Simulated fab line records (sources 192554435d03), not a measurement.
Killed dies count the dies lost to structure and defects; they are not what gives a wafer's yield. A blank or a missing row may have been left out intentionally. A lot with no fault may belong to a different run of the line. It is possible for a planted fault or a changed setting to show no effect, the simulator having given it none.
fab line records    flow n5_finfet
record lots=24  wafers=72  last_day=18
route steps=1938 shown ZERO_LAYER@4 WELL_APT@28 PMOS_HMC_CHANNEL_EPI@66 FIN_SAQP@124
lots with no fault: from the same line, run without faults
start_h: hours from the record's first day to the start of the lot's first wafer shown    wait_h: how many hours have passed since the lot's step before this one    " the same as in the row above    L1.1+2: one row covering several wafers at once    - no value present, or no start provided    * or withheld: withheld    < > ~ a bound
route shown NAME@n: a module of which the file shows steps, and the number in the route of the first    usual: mean/standard deviation of fault-free wafers    same: alike in all rows    chamber/n: place in a boat    sites: the reading at each site    _std_site: their standard deviation    _edge_site: mean of outer sites minus mean of inner sites    radius_mm: how far each site lies from the wafer's centre    mask NAME#n: copy n    behind: tool/chamber where the wafer was last shaped    hold: reason for holding the lot/hours on hold/outcome of the hold    device: whichever transistor did not switch (one of n, p or np)    end of line: the tests these same wafers got at the end of their route    a step without rows: its recipe alone    killed: dies lost to structure and defects at the first sort, not the wafer's yield    map: shows each die of a wafer: x if killed, . if not, _ if none is there
set.NAME: the setting the step ran with; set.NAME@STEP: the setting that earlier step ran with    model.NAME: the simulator's own value behind a step, which no gauge read
a sample of lots followed through the steps of the route, with each step as a table and each wafer as a row
services: a tool's chamber out of use, with start hour (start_h, from the record's first day; less than 0 if before it), hours out, and reason
## steps
# step N5_ZERO_LAYER_PECVD_02
# recipe material=SiO2  target_thk_a=100  temp_c=400  precursor=SiH4/N2O  pressure_torr=0.75  rf_w=275  time_s=6
# usual heater_power_w=788/100  showerhead_plenum_p_Torr=8.15/0.1
lot.wafer  tool      chamber  start_h  wait_h  heater_power_w  showerhead_plenum_p_Torr
L074.1     pecvd-01  1        12.28    0.0     871             7.99
L074.5     "         0        "        "       807             8.33
L074.6     "         2        "        "       744             8.08
L075.2     pecvd-02  0        18.28    0.0     782             8.16
L075.4     "         0        "        "       797             8.18
L075.6     "         2        "        "       634             8.22
L076.1     pecvd-03  1        24.29    0.0     921             8.17
L076.3     "         2        "        "       581             8.24
L076.6     "         0        "        "       727             8.10
L077.1     pecvd-01  0        30.28    0.0     923             8.33
L077.3     "         1        "        "       745             7.98
L077.6     "         0        "        "       909             8.34
L078.3     pecvd-03  0        36.28    0.0     790             8.12
L078.4     "         1        "        "       947             8.18
L078.5     "         0        "        "       783             8.11
L079.3     pecvd-01  1        42.28    0.0     884             7.99
L079.4     "         1        "        "       864             8.00
L079.6     "         0        "        "       910             8.33
L080.1     pecvd-02  1        48.30    0.0     870             8.14
L080.3     "         0        "        "       744             8.16
L080.6     "         0        "        "       762             8.19
L081.2     pecvd-02  0        54.28    0.0     842             8.16
L081.3     "         2        "        "       629             8.16
L081.5     "         0        "        "       852             8.16
L082.1     pecvd-01  0        60.28    0.0     871             8.32
L082.2     "         1        "        "       894             7.99
L082.4     "         0        "        "       868             8.31
L083.1     pecvd-01  0        66.28    0.0     880             8.33
L083.2     "         2        "        "       694             8.05
L083.4     "         0        "        "       926             8.32
L084.1     pecvd-01  2        72.28    0.0     794             8.05
L084.2     "         0        "        "       908             8.32
L084.6     "         0        "        "       923             8.32
L085.2     pecvd-01  0        78.28    0.0     881             8.33
L085.3     "         2        "        "       825             8.05
L085.6     "         0        "        "       910             8.32
L086.1     pecvd-03  0        84.30    0.0     800             8.10
L086.3     "         1        "        "       861             8.14
L086.6     "         2        "        "       583             8.25
L087.1     pecvd-03  2        90.28    0.0     611             8.26
L087.3     "         1        "        "       953             8.17
L087.6     "         1        "        "       951             8.16
L088.2     pecvd-02  1        96.28    0.0     852             8.14
L088.3     "         2        "        "       622             8.20
L088.5     "         0        "        "       846             8.18
L089.2     pecvd-02  2        102.30   0.0     602             8.18
L089.3     "         1        "        "       746             8.15
L089.4     "         1        "        "       750             8.15
L090.1     pecvd-02  1        108.28   0.0     851             8.14
L090.4     "         2        "        "       597             8.19
L090.5     "         0        "        "       763             8.17
L091.3     pecvd-03  2        114.29   0.0     584             8.26
L091.5     "         2        "        "       583             8.27
L091.6     "         0        "        "       729             8.11
L092.3     pecvd-02  0        120.28   0.0     784             8.16
L092.4     "         0        "        "       791             8.17
L092.6     "         2        "        "       633             8.18
L093.1     pecvd-03  0        126.28   0.0     795             8.12
L093.2     "         2        "        "       518             8.24
L093.4     "         0        "        "       781             8.14
L094.1     pecvd-01  0        132.30   0.0     852             8.32
L094.2     "         2        "        "       700             8.05
L094.5     "         0        "        "       850             8.35
L095.2     pecvd-01  2        138.30   0.0     772             8.06
L095.3     "         2        "        "       786             8.05
L095.4     "         1        "        "       883             8.00
L096.2     pecvd-01  0        144.28   0.0     906             8.33
L096.3     "         1        "        "       850             7.97
L096.4     "         0        "        "       900             8.33
L097.2     pecvd-01  1        150.28   0.0     801             7.98
L097.4     "         1        "        "       824             8.00
L097.5     "         0        "        "       924             8.33
# step N5_ZERO_LAYER_STRIP_24
# recipe chemistry=O2  power_w=1000  temp_c=250  overash_fraction=0.3  pressure_mtorr=1000  o2_flow_sccm=6750
# usual drypump_motor_current_A=5.8/0.49  heater_power_w=374/41  o2_flow_sccm=6752/21  oes_product_au=0.647/0.0046  strip_time_to_endpoint_s=43.89/0.099
lot.wafer  tool             chamber  start_h  wait_h  drypump_motor_current_A  heater_power_w  o2_flow_sccm  oes_product_au  rf_hours_counter_h  strip_time_to_endpoint_s
L074.1     plasma_asher-02  1        13.04    0.1     5.2                      399             6767          0.643           23                  43.67
L074.5     "                1        "        "       5.2                      385             6735          0.639           -                   43.88
L074.6     "                0        "        "       6.3                      398             6751          0.646           -                   43.79
L075.2     plasma_asher-01  1        19.02    0.1     6.0                      344             6775          0.651           80                  43.91
L075.4     "                0        "        "       5.7                      295             6768          0.650           -                   43.88
L075.6     "                0        "        "       5.7                      288             6776          0.647           -                   43.88
L076.1     plasma_asher-02  0        24.89    0.1     6.3                      395             6785          0.645           25                  43.97
L076.3     "                0        "        "       6.3                      402             6783          0.651           -                   43.99
L076.6     "                1        "        "       5.2                      397             6720          0.655           -                   44.02
L077.1     plasma_asher-02  1        31.20    0.1     5.2                      397             6729          0.644           26                  43.91
L077.3     "                0        "        "       6.3                      406             6727          0.645           -                   43.87
L077.6     "                1        "        "       5.2                      398             6746          0.653           -                   43.82
L078.3     plasma_asher-02  1        36.91    0.1     5.2                      394             6744          0.642           -                   44.05
L078.4     "                0        "        "       6.3                      392             6700          0.645           -                   43.81
L078.5     "                0        "        "       6.3                      402             6762          0.644           -                   43.85
L079.3     plasma_asher-02  0        43.17    0.1     6.3                      392             6755          0.643           -                   43.90
L079.4     "                1        "        "       5.2                      392             6744          0.646           -                   43.82
L079.6     "                1        "        "       5.2                      389             6767          0.647           -                   43.81
L080.1     plasma_asher-01  1        48.93    0.1     6.0                      339             6735          0.652           86                  43.93
L080.3     "                1        "        "       6.0                      352             6707          0.647           -                   44.07
L080.6     "                1        "        "       6.0                      337             6726          0.653           -                   43.96
L081.2     plasma_asher-02  1        54.89    0.1     5.2                      401             6753          0.644           31                  43.87
L081.3     "                1        "        "       5.2                      396             6749          0.647           -                   43.96
L081.5     "                1        "        "       5.2                      390             6755          0.654           -                   43.86
L082.1     plasma_asher-02  0        60.89    0.1     6.4                      402             6745          0.647           32                  43.82
L082.2     "                1        "        "       5.2                      390             6770          0.644           32                  43.84
L082.4     "                1        "        "       5.2                      391             6770          0.646           -                   43.91
L083.1     plasma_asher-02  1        66.89    0.1     5.2                      385             6779          0.645           33                  43.90
L083.2     "                0        "        "       6.4                      399             6751          0.649           33                  43.88
L083.4     "                0        "        "       6.4                      400             6730          0.647           -                   43.94
L084.1     plasma_asher-01  0        72.90    0.1     5.7                      294             6723          0.642           91                  43.91
L084.2     "                1        "        "       6.0                      331             6756          0.644           91                  43.93
L084.6     "                0        "        "       5.7                      285             6778          0.645           -                   43.88
L085.2     plasma_asher-02  1        78.89    0.1     5.2                      390             6719          0.646           35                  44.03
L085.3     "                0        "        "       6.3                      393             6758          0.646           -                   43.91
L085.6     "                0        "        "       6.3                      396             6792          0.650           -                   43.86
L086.1     plasma_asher-02  1        84.91    0.1     5.2                      407             6772          0.654           35                  43.90
L086.3     "                1        "        "       5.2                      394             6800          0.645           -                   43.76
L086.6     "                0        "        "       6.3                      412             6768          0.638           -                   43.74
L087.1     plasma_asher-02  1        90.89    0.1     5.2                      391             6716          0.653           37                  43.64
L087.3     "                1        "        "       5.2                      392             6756          0.638           -                   43.80
L087.6     "                0        "        "       6.3                      395             6742          0.645           -                   43.72
L088.2     plasma_asher-02  1        96.94    0.1     5.2                      386             6727          0.644           40                  43.89
L088.3     "                0        "        "       6.3                      401             6755          0.649           -                   44.01
L088.5     "                0        "        "       6.3                      403             6757          0.654           -                   43.87
L089.2     plasma_asher-02  1        102.94   0.1     5.2                      390             6763          0.640           42                  43.94
L089.3     "                0        "        "       6.3                      408             6765          0.644           -                   43.96
L089.4     "                1        "        "       5.2                      393             6781          0.643           -                   43.88
L090.1     plasma_asher-02  0        108.89   0.1     6.3                      396             6704          0.650           46                  43.71
L090.4     "                0        "        "       6.3                      401             6729          0.649           -                   43.68
L090.5     "                0        "        "       6.3                      406             6725          0.641           -                   43.69
L091.3     plasma_asher-02  0        114.92   0.1     6.3                      402             6757          0.640           -                   43.92
L091.5     "                0        "        "       6.3                      404             6740          0.644           -                   43.92
L091.6     "                1        "        "       5.2                      397             6725          0.639           -                   43.94
L092.3     plasma_asher-01  0        122.42   0.1     5.7                      281             6777          0.649           -                   44.08
L092.4     "                1        "        "       6.0                      349             6763          0.640           -                   44.09
L092.6     "                1        "        "       6.0                      346             6766          0.651           -                   44.13
L093.1     plasma_asher-01  1        126.96   0.1     6.0                      348             6768          0.648           96                  43.79
L093.2     "                0        "        "       5.7                      288             6760          0.639           96                  43.79
L093.4     "                1        "        "       6.0                      344             6734          0.647           -                   43.82
L094.1     plasma_asher-01  1        133.34   0.1     6.0                      345             6753          0.651           97                  44.02
L094.2     "                0        "        "       5.7                      294             6770          0.647           97                  44.01
L094.5     "                1        "        "       6.0                      339             6753          0.641           -                   44.02
L095.2     plasma_asher-01  0        139.25   0.1     5.7                      294             6761          0.641           98                  43.94
L095.3     "                0        "        "       5.7                      276             6746          0.643           -                   43.78
L095.4     "                1        "        "       6.0                      346             6749          0.654           -                   43.84
L096.2     plasma_asher-02  0        144.89   0.1     6.3                      393             6748          0.649           54                  43.78
L096.3     "                1        "        "       5.2                      396             6749          0.652           -                   43.88
L096.4     "                0        "        "       6.3                      398             6764          0.646           -                   43.80
L097.2     plasma_asher-02  0        154.00   0.1     6.3                      410             6746          0.650           55                  43.97
L097.4     "                0        "        "       6.3                      408             6735          0.638           -                   43.79
L097.5     "                1        "        "       5.2                      400             6766          0.645           -                   43.82
# step N5_WELL_APT_CD_MEAS_08
# recipe target_cd_nm=200  landing_energy_ev=500  detector=se_inlens
# usual cd_nm=199.9/2
lot.wafer  tool       chamber  start_h  wait_h  cd_nm
L074.1     cd_sem-02  0        13.70    -       200.0
L074.5     "          0        "        "       203.1
L074.6     "          0        "        "       201.9
L075.2     cd_sem-02  0        25.69    -       198.2
L075.4     "          0        "        "       199.7
L075.6     "          0        "        "       200.8
L076.1     cd_sem-01  0        25.72    -       198.1
L076.3     "          0        "        "       201.2
L076.6     "          0        "        "       198.8
L077.1     cd_sem-02  0        31.87    -       199.6
L077.3     "          0        "        "       202.2
L077.6     "          0        "        "       202.6
L078.3     cd_sem-02  0        37.59    -       196.7
L078.4     "          0        "        "       197.8
L078.5     "          0        "        "       200.1
L079.3     cd_sem-01  0        43.85    -       198.0
L079.4     "          0        "        "       199.6
L079.6     "          0        "        "       197.6
L080.1     cd_sem-01  0        49.62    -       198.1
L080.3     "          0        "        "       198.7
L080.6     "          0        "        "       199.6
L081.2     cd_sem-03  0        55.75    -       200.6
L081.3     "          0        "        "       199.7
L081.5     "          0        "        "       198.7
L082.1     cd_sem-01  0        61.56    -       201.9
L082.2     "          0        "        "       201.7
L082.4     "          0        "        "       201.8
L083.1     cd_sem-01  0        67.56    -       199.6
L083.2     "          0        "        "       199.5
L083.4     "          0        "        "       199.3
L084.1     cd_sem-01  0        73.57    -       199.3
L084.2     "          0        "        "       199.9
L084.6     "          0        "        "       200.8
L085.2     cd_sem-01  0        79.56    -       202.8
L085.3     "          0        "        "       201.1
L085.6     "          0        "        "       200.3
L086.1     cd_sem-01  0        85.57    -       199.2
L086.3     "          0        "        "       199.6
L086.6     "          0        "        "       198.0
L087.1     cd_sem-01  0        91.56    -       197.6
L087.3     "          0        "        "       198.7
L087.6     "          0        "        "       199.9
L088.2     cd_sem-02  0        97.61    -       202.8
L088.3     "          0        "        "       201.5
L088.5     "          0        "        "       200.8
L089.2     cd_sem-03  0        103.62   -       197.4
L089.3     "          0        "        "       199.1
L089.4     "          0        "        "       196.9
L090.1     cd_sem-02  0        109.58   -       201.7
L090.4     "          0        "        "       198.7
L090.5     "          0        "        "       199.8
L091.3     cd_sem-02  0        115.57   -       196.4
L091.5     "          0        "        "       197.1
L091.6     "          0        "        "       200.3
L092.3     cd_sem-03  0        123.06   -       198.1
L092.4     "          0        "        "       198.6
L092.6     "          0        "        "       197.9
L093.1     cd_sem-03  0        127.65   -       201.0
L093.2     "          0        "        "       203.9
L093.4     "          0        "        "       202.7
L094.1     cd_sem-03  0        134.03   -       199.7
L094.2     "          0        "        "       202.1
L094.5     "          0        "        "       199.9
L095.2     cd_sem-01  0        139.95   -       200.3
L095.3     "          0        "        "       202.1
L095.4     "          0        "        "       203.4
L096.2     cd_sem-03  0        145.56   -       198.9
L096.3     "          0        "        "       204.6
L096.4     "          0        "        "       200.1
L097.2     cd_sem-03  0        154.66   -       198.4
L097.4     "          0        "        "       198.4
L097.5     "          0        "        "       203.5
# step N5_PMOS_HMC_CHANNEL_EPI_OVL_MEAS_10
# recipe points_per_wafer=44
# usual PMOS_HMC_BLK_OVL=-0.4/0.71
lot.wafer  tool        chamber  start_h  wait_h  PMOS_HMC_BLK_OVL[nm]
L074.1     overlay-02  0        17.01    0.0     0.2
L074.5     "           0        "        "       -0.1
L074.6     "           0        "        "       -0.9
L075.2     overlay-02  0        29.21    0.0     -0.3
L075.4     "           0        "        "       -0.2
L075.6     "           0        "        "       -0.5
L076.1     overlay-01  0        29.71    0.0     0.7
L076.3     "           0        "        "       1.4
L076.6     "           0        "        "       0.4
L077.1     overlay-01  0        35.90    0.0     -0.2
L077.3     "           0        "        "       0.1
L077.6     "           0        "        "       0.0
L078.3     overlay-02  0        41.03    0.0     -1.5
L078.4     "           0        "        "       -0.2
L078.5     "           0        "        "       -1.0
L079.3     overlay-02  0        47.34    0.0     -1.2
L079.4     "           0        "        "       -0.5
L079.6     "           0        "        "       -1.2
L080.1     overlay-02  0        52.96    0.0     0.5
L080.3     "           0        "        "       0.4
L080.6     "           0        "        "       -0.7
L081.2     overlay-02  0        59.30    0.0     0.1
L081.3     "           0        "        "       0.0
L081.5     "           0        "        "       -0.2
L082.1     overlay-01  0        64.98    0.0     0.7
L082.2     "           0        "        "       -0.5
L082.4     "           0        "        "       -0.5
L083.1     overlay-02  0        71.61    0.0     0.5
L083.2     "           0        "        "       0.6
L083.4     "           0        "        "       0.1
L084.1     overlay-01  0        76.94    0.0     -1.1
L084.2     "           0        "        "       -1.7
L084.6     "           0        "        "       -1.8
L085.2     overlay-01  0        82.96    0.0     1.0
L085.3     "           0        "        "       0.3
L085.6     "           0        "        "       0.0
L086.1     overlay-01  0        91.04    0.0     -0.7
L086.3     "           0        "        "       -0.6
L086.6     "           0        "        "       -0.2
L087.1     overlay-01  0        95.91    0.0     -0.7
L087.3     "           0        "        "       -1.2
L087.6     "           0        "        "       -0.7
L088.2     overlay-02  0        102.92   0.0     -1.0
L088.3     "           0        "        "       -1.7
L088.5     "           0        "        "       -1.0
L089.2     overlay-01  0        109.01   0.0     -0.9
L089.3     "           0        "        "       -0.4
L089.4     "           0        "        "       -1.1
L090.1     overlay-01  0        113.22   0.0     0.1
L090.4     "           0        "        "       -0.2
L090.5     "           0        "        "       0.5
L091.3     overlay-01  0        118.98   0.0     -0.4
L091.5     "           0        "        "       -0.4
L091.6     "           0        "        "       -0.6
L092.3     overlay-02  0        126.94   0.0     -1.1
L092.4     "           0        "        "       -1.5
L092.6     "           0        "        "       -1.1
L093.1     overlay-01  0        131.40   0.0     -0.1
L093.2     "           0        "        "       0.0
L093.4     "           0        "        "       -1.0
L094.1     overlay-01  0        137.80   0.0     -0.8
L094.2     "           0        "        "       -1.1
L094.5     "           0        "        "       -0.9
L095.2     overlay-01  0        143.46   0.0     -1.5
L095.3     "           0        "        "       -1.0
L095.4     "           0        "        "       -0.1
L096.2     overlay-02  0        148.86   0.0     -0.6
L096.3     "           0        "        "       -0.4
L096.4     "           0        "        "       -0.7
L097.2     overlay-02  0        158.01   0.0     -1.1
L097.4     "           0        "        "       -0.1
L097.5     "           0        "        "       -0.9
# step N5_FIN_SAQP_RECESS_75
# recipe chemistry=HF/NH3  target=SiO2  target_depth_a=144  afs_cycles=3  temp_c=30  sublimation_temp_c=180  sublimation_time_s=60
# usual drypump_motor_current_A=5.4/0.57
# same afs_cycles=3
lot.wafer  tool           chamber  start_h  wait_h  drypump_motor_current_A
L074.1     vapor_etch-01  1        22.70    0.1     5.1
L074.5     "              1        "        "       5.0
L074.6     "              0        "        "       5.2
L075.2     vapor_etch-02  0        34.14    0.0     4.9
L075.4     "              1        "        "       6.2
L075.6     "              0        "        "       4.9
L076.1     vapor_etch-02  0        35.05    0.4     4.9
L076.3     "              1        "        "       6.2
L076.6     "              1        "        "       6.2
L077.1     vapor_etch-02  1        42.32    0.0     6.2
L077.3     "              1        "        "       6.2
L077.6     "              0        "        "       4.9
L078.3     vapor_etch-01  0        47.98    0.2     5.2
L078.4     "              1        "        "       5.1
L078.5     "              0        "        "       5.2
L079.3     vapor_etch-01  1        52.41    0.1     5.1
L079.4     "              0        "        "       5.2
L079.6     "              1        "        "       5.1
L080.1     vapor_etch-01  1        58.99    0.0     5.1
L080.3     "              0        "        "       5.2
L080.6     "              0        "        "       5.2
L081.2     vapor_etch-02  1        64.47    0.0     6.2
L081.3     "              1        "        "       6.2
L081.5     "              1        "        "       6.2
L082.1     vapor_etch-02  0        70.13    0.0     4.9
L082.2     "              1        "        "       6.2
L082.4     "              1        "        "       6.2
L083.1     vapor_etch-02  1        76.93    0.3     6.2
L083.2     "              0        "        "       4.9
L083.4     "              0        "        "       4.9
L084.1     vapor_etch-02  0        82.60    0.0     4.9
L084.2     "              1        "        "       6.2
L084.6     "              0        "        "       4.9
L085.2     vapor_etch-02  0        88.84    0.0     4.9
L085.3     "              0        "        "       4.9
L085.6     "              0        "        "       4.9
L086.1     vapor_etch-02  0        96.95    0.0     4.9
L086.3     "              0        "        "       4.9
L086.6     "              1        "        "       6.2
L087.1     vapor_etch-02  1        103.52   0.0     6.2
L087.3     "              1        "        "       6.2
L087.6     "              0        "        "       4.9
L088.2     vapor_etch-01  0        108.32   0.0     5.2
L088.3     "              1        "        "       5.1
L088.5     "              1        "        "       5.0
L089.2     vapor_etch-02  1        114.06   0.0     6.2
L089.3     "              1        "        "       6.2
L089.4     "              0        "        "       4.9
L090.1     vapor_etch-02  1        118.33   0.0     6.2
L090.4     "              0        "        "       4.9
L090.5     "              0        "        "       4.9
L091.3     vapor_etch-01  1        124.40   0.1     5.1
L091.5     "              0        "        "       5.2
L091.6     "              1        "        "       5.1
L092.3     vapor_etch-02  1        132.07   0.1     6.3
L092.4     "              0        "        "       4.9
L092.6     "              0        "        "       4.9
L093.1     vapor_etch-01  0        136.88   0.0     5.2
L093.2     "              1        "        "       5.1
L093.4     "              0        "        "       5.2
L094.1     vapor_etch-01  1        143.17   0.0     5.1
L094.2     "              0        "        "       5.2
L094.5     "              1        "        "       5.1
L095.2     vapor_etch-02  0        148.55   0.0     4.9
L095.3     "              0        "        "       4.9
L095.4     "              1        "        "       6.2
L096.2     vapor_etch-02  1        154.54   0.0     6.2
L096.3     "              0        "        "       4.9
L096.4     "              1        "        "       6.2
L097.2     vapor_etch-02  0        163.68   0.0     4.9
L097.4     "              1        "        "       6.2
L097.5     "              1        "        "       6.2
# step N5_FIN_SAQP_HM_OPEN_33
# recipe chemistry=CH3F/O2  target=SiNx  mask_material=SiO2  target_depth_a=494  time_s=70.6  pressure_mtorr=30  source_w=395  bias_w=73  Ar_flow_sccm=150  CH3F_flow_sccm=30  O2_flow_sccm=20  ion_energy_ev=120  ends=cleared
# usual drypump_motor_current_A=5.6/0.52  etch_rf_on_time_s=68.9/1.5  mfc_ar_sccm=150.0/0.47  oes_o_777_au=0.81/0.061  oes_product_au=0.69/0.056  rf_vpp_V=298/7.2  showerhead_plenum_p_Torr=2.04/0.066  throttle_valve_pct=16.40/0.2
lot.wafer  tool         chamber  start_h  wait_h  drypump_motor_current_A  etch_rf_on_time_s  mfc_ar_sccm  oes_o_777_au  oes_product_au  rf_hours_counter_h  rf_vpp_V  showerhead_plenum_p_Torr  throttle_valve_pct
L074.1     rie_diel-01  3        26.21    0.0     5.4                      67.7               150.4        0.75          0.66            133                 305       2.10                      16.30
L074.5     "            3        "        "       5.4                      69.5               148.9        0.74          0.65            -                   305       2.10                      16.29
L074.6     "            2        "        "       4.9                      69.4               149.5        0.79          0.67            -                   301       2.10                      16.53
L075.2     rie_diel-03  2        37.29    0.0     5.3                      68.4               150.6        0.85          0.72            54                  308       2.04                      16.58
L075.4     "            0        "        "       5.7                      68.1               150.0        0.84          0.70            81                  299       2.10                      16.19
L075.6     "            3        "        "       6.3                      69.0               149.5        0.76          0.63            -                   287       1.94                      16.66
L076.1     rie_diel-01  0        38.24    0.0     6.3                      67.1               149.7        0.83          0.75            44                  303       2.04                      16.06
L076.3     "            2        "        "       5.0                      67.5               149.4        0.78          0.67            123                 300       2.10                      16.54
L076.6     "            2        "        "       5.0                      67.2               150.3        0.78          0.67            -                   302       2.10                      16.54
L077.1     rie_diel-01  2        46.14    0.1     4.9                      67.9               150.1        0.78          0.67            126                 301       2.10                      16.52
L077.3     "            3        "        "       5.4                      68.4               149.7        0.73          0.65            142                 305       2.09                      16.28
L077.6     "            3        "        "       5.4                      70.6               149.5        0.74          0.64            -                   307       2.09                      16.31
L078.3     rie_diel-05  2        51.14    0.0     5.6                      64.2               150.4        0.93          0.81            13                  305       2.14                      16.28
L078.4     "            0        "        "       6.2                      69.7               149.9        0.86          0.74            50                  289       1.96                      16.47
L078.5     "            3        "        "       4.6                      72.3               149.9        0.88          0.76            -                   299       2.13                      16.32
L079.3     rie_diel-03  0        55.40    0.0     5.7                      67.7               150.0        0.83          0.69            85                  297       2.09                      16.21
L079.4     "            1        "        "       5.2                      69.7               150.3        0.83          0.69            101                 296       2.02                      16.29
L079.6     "            2        "        "       5.3                      70.8               150.1        0.84          0.70            -                   307       2.04                      16.59
L080.1     rie_diel-03  2        61.88    0.0     5.3                      70.3               149.4        0.83          0.71            61                  306       2.04                      16.60
L080.3     "            3        "        "       6.3                      69.2               149.3        0.76          0.63            180                 288       1.93                      16.67
L080.6     "            1        "        "       5.2                      70.0               150.6        0.82          0.70            -                   296       2.02                      16.30
L081.2     rie_diel-05  0        67.58    0.2     6.2                      67.8               150.1        0.85          0.73            55                  289       1.95                      16.48
L081.3     "            3        "        "       4.6                      70.0               149.8        0.87          0.75            32                  299       2.13                      16.33
L081.5     "            2        "        "       5.6                      66.2               150.2        0.93          0.80            -                   304       2.14                      16.30
L082.1     rie_diel-01  2        73.09    0.1     4.9                      68.0               150.0        0.78          0.65            135                 301       2.09                      16.56
L082.2     "            1        "        "       5.2                      67.7               149.9        0.95          0.81            7                   301       2.05                      16.20
L082.4     "            3        "        "       5.3                      70.6               149.7        0.72          0.63            151                 305       2.09                      16.33
L083.1     rie_diel-03  2        80.14    0.1     5.3                      70.3               149.4        0.82          0.69            70                  307       2.04                      16.60
L083.2     "            0        "        "       5.7                      68.7               150.3        0.82          0.69            96                  300       2.09                      16.20
L083.4     "            0        "        "       5.7                      70.1               150.0        0.83          0.69            -                   299       2.09                      16.22
L084.1     rie_diel-01  3        86.03    0.2     5.4                      67.4               149.1        0.72          0.64            156                 306       2.09                      16.34
L084.2     "            0        "        "       6.4                      66.8               150.0        0.81          0.73            61                  301       2.03                      16.09
L084.6     "            3        "        "       5.3                      68.5               150.3        0.73          0.64            -                   306       2.09                      16.33
L085.2     rie_diel-01  1        92.26    0.1     5.2                      67.5               149.6        0.93          0.79            13                  301       2.05                      16.20
L085.3     "            2        "        "       4.9                      68.8               149.7        0.77          0.65            143                 299       2.09                      16.56
L085.6     "            0        "        "       6.3                      70.1               150.6        0.80          0.71            -                   303       2.03                      16.09
L086.1     rie_diel-01  1        102.89   0.1     5.2                      68.5               149.9        0.92          0.77            18                  301       2.05                      16.21
L086.3     "            0        "        "       6.4                      68.5               150.4        0.79          0.72            70                  302       2.03                      16.11
L086.6     "            2        "        "       5.0                      68.8               150.1        0.76          0.64            -                   302       2.09                      16.57
L087.1     rie_diel-05  0        106.73   0.1     6.2                      68.5               150.1        0.84          0.72            60                  289       1.95                      16.50
L087.3     "            1        "        "       5.7                      66.6               149.9        0.91          0.75            48                  286       1.94                      16.18
L087.6     "            3        "        "       4.6                      69.8               150.3        0.87          0.75            -                   299       2.13                      16.36
L088.2     rie_diel-03  2        111.22   0.0     5.3                      69.4               150.5        0.80          0.68            90                  307       2.03                      16.63
L088.3     "            3        "        "       6.3                      67.3               150.2        0.74          0.61            209                 286       1.92                      16.74
L088.5     "            2        "        "       5.3                      70.5               150.8        0.80          0.67            -                   307       2.03                      16.64
L089.2     rie_diel-03  2        118.90   0.1     5.3                      70.3               150.9        0.80          0.67            94                  307       2.03                      16.64
L089.3     "            0        "        "       5.7                      70.3               150.6        0.80          0.66            119                 299       2.08                      16.28
L089.4     "            0        "        "       5.7                      70.0               150.2        0.80          0.66            -                   297       2.08                      16.27
L090.1     rie_diel-05  0        121.34   0.0     6.2                      71.3               149.3        0.84          0.72            65                  287       1.95                      16.53
L090.4     "            2        "        "       5.6                      67.3               149.7        0.90          0.77            28                  304       2.14                      16.33
L090.5     "            1        "        "       5.7                      70.7               150.2        0.90          0.74            -                   285       1.94                      16.21
L091.3     rie_diel-03  3        127.61   0.0     6.4                      68.0               150.4        0.73          0.60            216                 286       1.92                      16.74
L091.5     "            3        "        "       6.4                      69.5               149.8        0.73          0.60            -                   285       1.92                      16.75
L091.6     "            2        "        "       5.3                      70.7               149.8        0.80          0.66            -                   306       2.03                      16.64
L092.3     rie_diel-05  0        135.43   0.0     6.2                      68.7               149.9        0.82          0.72            70                  288       1.95                      16.52
L092.4     "            1        "        "       5.7                      69.4               150.3        0.89          0.73            59                  285       1.94                      16.21
L092.6     "            0        "        "       6.2                      70.7               149.9        0.83          0.71            -                   289       1.95                      16.49
L093.1     rie_diel-01  1        139.96   0.0     5.2                      68.3               150.1        0.88          0.75            35                  299       2.04                      16.24
L093.2     "            2        "        "       4.9                      67.6               150.5        0.75          0.63            166                 301       2.08                      16.61
L093.4     "            0        "        "       6.4                      69.8               149.7        0.77          0.70            87                  302       2.02                      16.16
L094.1     rie_diel-03  0        146.44   0.1     5.7                      67.3               150.4        0.79          0.66            132                 297       2.08                      16.31
L094.2     "            2        "        "       5.3                      69.8               150.3        0.79          0.66            107                 307       2.03                      16.69
L094.5     "            3        "        "       6.3                      71.1               150.3        0.73          0.59            -                   286       1.92                      16.75
L095.2     rie_diel-03  2        151.93   0.0     5.3                      68.0               149.4        0.79          0.66            108                 307       2.03                      16.66
L095.3     "            1        "        "       5.2                      68.7               150.0        0.82          0.70            103                 297       2.02                      16.30
L095.4     "            0        "        "       5.6                      68.1               149.3        0.79          0.66            134                 298       2.08                      16.29
L096.2     rie_diel-01  0        157.44   0.0     6.3                      68.6               149.2        0.78          0.70            92                  301       2.02                      16.14
L096.3     "            3        "        "       5.3                      68.3               150.0        0.71          0.61            179                 306       2.08                      16.37
L096.4     "            2        "        "       5.0                      70.2               150.4        0.74          0.62            171                 301       2.08                      16.63
L097.2     rie_diel-03  2        166.69   0.0     5.3                      69.8               150.1        0.78          0.65            114                 306       2.02                      16.70
L097.4     "            3        "        "       6.3                      69.7               150.2        0.72          0.59            232                 286       1.92                      16.78
L097.5     "            0        "        "       5.7                      70.3               150.4        0.78          0.65            -                   298       2.08                      16.31
## services
tool             chamber  start_h  hours  kind
plasma_asher-02  -        -8.16    7.4    repair
vapor_etch-02    -        -5.31    0.1    repair
rie_diel-05      0        18.93    2.9    repair
pecvd-01         1        30.80    5.5    scheduled_down
pecvd-03         -        39.57    28.1   pm
rie_diel-03      0        45.39    4.0    repair
pecvd-03         -        71.74    2.3    repair
rie_diel-01      -        73.72    1.2    repair
rie_diel-01      1        77.18    4.7    repair
plasma_asher-01  -        78.85    28.1   pm
pecvd-01         2        81.03    7.9    repair
vapor_etch-02    -        84.98    2.8    pm
rie_diel-01      3        100.79   8.7    repair
pecvd-03         -        105.69   0.8    pm
plasma_asher-02  -        122.28   3.3    repair
pecvd-01         0        134.96   5.5    scheduled_down
rie_diel-01      -        135.57   0.8    repair
plasma_asher-02  -        139.91   0.9    repair
rie_diel-05      1        148.75   2.2    repair
rie_diel-05      0        152.80   25.5   repair
pecvd-01         -        158.13   4.3    repair
rie_diel-05      1        160.48   5.4    repair
plasma_asher-01  -        162.20   3.4    repair
pecvd-03         -        165.77   0.7    repair
## key
fault none
